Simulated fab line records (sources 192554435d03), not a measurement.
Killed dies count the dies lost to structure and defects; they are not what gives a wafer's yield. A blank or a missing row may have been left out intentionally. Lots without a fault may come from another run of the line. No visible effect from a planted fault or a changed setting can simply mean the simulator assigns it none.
Which tool is to blame?    flow n5 finfet    10 lots, 28 wafers sampled, at 4 steps of a route of 1938

WHAT THE GAUGES READ, wafer by wafer
N5_BEOL_M15_THK_MEAS_50: measures by xrf.
lot   measured      on             M15_THK (nm)
L449  day 11 19:15  film metro-02  832 805 828
L451  day 11 20:19  film metro-02  818 846 839
L458  day 14 06:53  film metro-01  826 819
L455  day 14 07:14  film metro-01  801 793 802
L463  day 15 10:21  film metro-02  909 847 901
L465  day 15 12:19  film metro-01  875 912 838
L464  day 15 20:11  film metro-01  899 820 836
L468  day 16 17:02  film metro-02  821 821 833
L466  day 17 06:34  film metro-01  820 820
L471  day 17 22:54  film metro-01  804 814 850

TOOL THAT RAN EACH LOT (tool first, then ch and the chambers of the sampled wafers, then the start)
lot   N5_BEOL_M15_TRENCH_ETCH_34          N5_BEOL_M15_STRIP_62                           N5_BEOL_M15_ANNEAL_48
L449  rie diel-05 ch 0,1,2, day 11 13:19  rie diel-04 ch 1,2,3, day 11 18:40 or earlier  rtp anneal-01 ch 0, day 11 18:40
L451  rie diel-05 ch 1,3, day 11 16:06    rie diel-04 ch 0,1,3, day 11 19:27 or earlier  rtp anneal-02 ch 0, day 11 19:27
L458  rie diel-05 ch 0,1, day 14 02:14    rie diel-05 ch 0,1, day 14 06:26 or earlier    rtp anneal-01 ch 0, day 14 06:26
L455  rie diel-06 ch 1,2,3, day 14 03:18  rie diel-04 ch 0,2,3, day 14 06:38 or earlier  rtp anneal-02 ch 0, day 14 06:38
L463  rie diel-05 ch 1,3, day 15 06:04    rie diel-05 ch 1,2,3, day 15 09:46 or earlier  rtp anneal-02 ch 0, day 15 09:46
L465  rie diel-05 ch 0,2,3, day 15 10:21  rie diel-05 ch 0,1, day 15 11:44 or earlier    rtp anneal-01 ch 0, day 15 11:44
L464  rie diel-05 ch 0,1, day 15 14:52    rie diel-04 ch 1,2, day 15 19:36 or earlier    rtp anneal-01 ch 0, day 15 19:36
L468  rie diel-06 ch 0,1,3, day 16 15:17  rie diel-05 ch 0,1,3, day 16 16:30 or earlier  rtp anneal-02 ch 0, day 16 16:30
L466  rie diel-06 ch 0,1, day 17 00:49    rie diel-06 ch 0,3, day 17 05:58 or earlier    rtp anneal-01 ch 0, day 17 05:58
L471  rie diel-04 ch 2,3, day 17 18:16    rie diel-04 ch 0,3, day 17 22:11 or earlier    rtp anneal-01 ch 0, day 17 22:11
- N5_BEOL_M15_TRENCH_ETCH_34: etches SiO2 in C4F8/O2/Ar, target depth 872.93 nm, time 199 s.
- N5_BEOL_M15_STRIP_62: strips in O2.
- N5_BEOL_M15_ANNEAL_48: time 90 s.

THE ANSWER, worked out from the rows above alone
Rule: the lots themselves supply what counts as usual. Put in order of their means at a reading, lots are off if they are a third of the lots or fewer, leave a main group of 4 or more, and stand apart from it by a gap of 3 or more times the standard deviation of the main group's means; of several such gaps the widest counts. The tables above print the reading to a certain number of digits; a main group whose means all agree to those digits is not used. A lot without any number at a reading at which 4 lots or more have one is off too. Any other lot the step has rows for is counted as sound.
None of the lots is off at any reading shown; this tells nothing.

WHAT THE SIMULATOR HAD INSERTED
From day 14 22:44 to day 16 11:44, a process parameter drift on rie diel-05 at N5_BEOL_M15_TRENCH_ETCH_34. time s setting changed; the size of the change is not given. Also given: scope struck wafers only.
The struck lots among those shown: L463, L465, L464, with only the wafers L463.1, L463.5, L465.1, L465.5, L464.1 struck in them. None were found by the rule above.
